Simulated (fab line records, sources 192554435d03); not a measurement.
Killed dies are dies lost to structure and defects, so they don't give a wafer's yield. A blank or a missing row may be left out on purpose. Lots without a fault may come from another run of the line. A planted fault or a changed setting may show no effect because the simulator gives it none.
One fault seen from 2 desks | flow n5_finfet | each desk has only its own numbers; what lay behind them comes last

THE METROLOGY DESK
What the gauges read, lot by lot, whatever tool the lot ran on: means of the sampled wafers that have a number. A lot is out of limits, marked OUT, if its mean lies more than 4 standard deviations from the usual mean; the brackets give that distance.
Columns: A = M15_ILD_THK at N5_BEOL_M15_THK_MEAS_01, usual 1620 nm; B = cd_nm at N5_BEOL_M15_CD_MEAS_17, usual 360.5 nm
lot  | first seen here | A              | B
L243 | day 11 13:54    | 1661           | 357.8
L245 | day 11 23:07    | 1605           | 358.2
L251 | day 14 01:20    | 2372 (+29) OUT | 369.1 (+4.3) OUT
L253 | day 14 12:22    | 2399 (+30) OUT | 369.4 (+4.4) OUT
L255 | day 14 23:16    | 1627           | 360.3
L259 | day 16 01:59    | 1603           | 359.5
L261 | day 16 14:59    | 1607           | 361.3
L262 | day 16 16:26    | 1598           | 361.6
L263 | day 17 00:10    | 1595           | 358.6
L265 | day 18 01:04    | 1647           | 362.0
This desk's finding: out of limits on L251, L253; first on L251, day 14 01:20 (M15_ILD_THK at N5_BEOL_M15_THK_MEAS_01). In limits: L243, L245, L255, L259, L261, L262, L263, L265.

THE TOOL OWNER'S DESK: pecvd-03
The tool's own readings at N5_BEOL_M15_ILD_DEP_00 (deposits SiO2 from TEOS/O2, target thk 1629.3 nm, time 346.1 s): means of the sampled wafers that have a number, for each lot that ran on this tool. A lot is out of limits, marked OUT, if its mean lies more than 4 standard deviations from the usual mean; the brackets give that distance.
Columns: A = heater_power_w at N5_BEOL_M15_ILD_DEP_00, usual 572 W; B = rf_fwd_power_W at N5_BEOL_M15_ILD_DEP_00, usual 898.2 W; C = run_length_s at N5_BEOL_M15_ILD_DEP_00, usual 388.8 s; D = showerhead_plenum_p_Torr at N5_BEOL_M15_ILD_DEP_00, usual 8.38 Torr; E = throttle_valve_pct at N5_BEOL_M15_ILD_DEP_00, usual 18.6 %
lot  | first seen here | A   | B     | C                       | D    | E
L243 | day 11 13:46    | 580 | 898.0 | 389.1                   | 8.40 | 18.1
L245 | day 11 22:52    | 534 | 896.3 | 389.4                   | 8.41 | 18.0
L251 | day 14 01:05    | 582 | 898.3 | 547.9 (+99 or more) OUT | 8.41 | 18.2
L253 | day 14 12:07    | 639 | 898.9 | 547.9 (+99 or more) OUT | 8.42 | 18.1
L265 | day 18 00:48    | 584 | 897.5 | 389.1                   | 8.40 | 17.9
This desk's finding: out of limits on L251, L253; first on L251, day 14 01:05 (run_length_s at N5_BEOL_M15_ILD_DEP_00). In limits: L243, L245, L265.

PUT TOGETHER
The tool owner's desk could have raised an alarm at day 14 01:05, on L251, L253.
The metrology desk could have raised an alarm at day 14 01:20, on L251, L253.
Of the lots named, all ran N5_BEOL_M15_ILD_DEP_00 on pecvd-03.

WHAT THE SIMULATOR HAD PUT IN
Process parameter drift: pecvd-03, from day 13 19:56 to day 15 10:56, at N5_BEOL_M15_ILD_DEP_00. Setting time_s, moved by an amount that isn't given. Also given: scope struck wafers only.
Lots struck among those shown: L251, L253.
Hours from the fault's start to each desk's first reading out of limits: the tool owner's desk, 5; the metrology desk, 5.
